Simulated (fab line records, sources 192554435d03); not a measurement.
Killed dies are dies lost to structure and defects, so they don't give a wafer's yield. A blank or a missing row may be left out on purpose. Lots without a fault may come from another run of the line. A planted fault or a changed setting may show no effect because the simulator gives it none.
One fault seen from 2 desks | flow n5_finfet | each desk has only its own numbers; what lay behind them comes last

THE METROLOGY DESK
What the gauges read, lot by lot, whatever tool the lot ran on: means of the sampled wafers that have a number. A lot is out of limits, marked OUT, if its mean lies more than 4 standard deviations from the usual mean; the brackets give that distance.
Columns: A = M12_THK at N5_BEOL_M12_THK_MEAS_50, usual 307 nm; B = M12_RS at N5_BEOL_M12_RS_MEAS_54, usual 0.0604 ohm/sq
lot  | first seen here | A   | B
L201 | day 10 02:26    | 305 | 0.0601
L202 | day 10 21:44    | 304 | 0.0608
L206 | day 12 03:12    | 304 | 0.0610
L208 | day 12 03:20    | 309 | 0.0606
L209 | day 12 17:32    | 307 | 0.0602
L220 | day 15 11:51    | 311 | 0.0602
L224 | day 16 21:14    | 302 | 0.0607
This desk's finding: nothing out of limits on any of the 7 lots.

THE TOOL OWNER'S DESK: pecvd-03
The tool's own readings at N5_BEOL_M12_DEP_53 (deposits SiCN from 3MS/NH3, target thk 30 nm, time 10.5 s): means of the sampled wafers that have a number, for each lot that ran on this tool. A lot is out of limits, marked OUT, if its mean lies more than 4 standard deviations from the usual mean; the brackets give that distance.
Columns: A = showerhead_plenum_p_Torr at N5_BEOL_M12_DEP_53, usual 4.154 Torr; B = throttle_valve_pct at N5_BEOL_M12_DEP_53, usual 18.2 %
lot  | first seen here | A     | B
L202 | day 10 21:47    | 4.152 | 17.3
L206 | day 12 03:16    | 4.167 | 18.0
L208 | day 12 03:23    | 4.168 | 18.0
L209 | day 12 17:35    | 4.152 | 20.2
This desk's finding: nothing out of limits on any of the 4 lots.

PUT TOGETHER
The metrology desk saw nothing out of limits.
The tool owner's desk saw nothing out of limits.

WHAT THE SIMULATOR HAD PUT IN
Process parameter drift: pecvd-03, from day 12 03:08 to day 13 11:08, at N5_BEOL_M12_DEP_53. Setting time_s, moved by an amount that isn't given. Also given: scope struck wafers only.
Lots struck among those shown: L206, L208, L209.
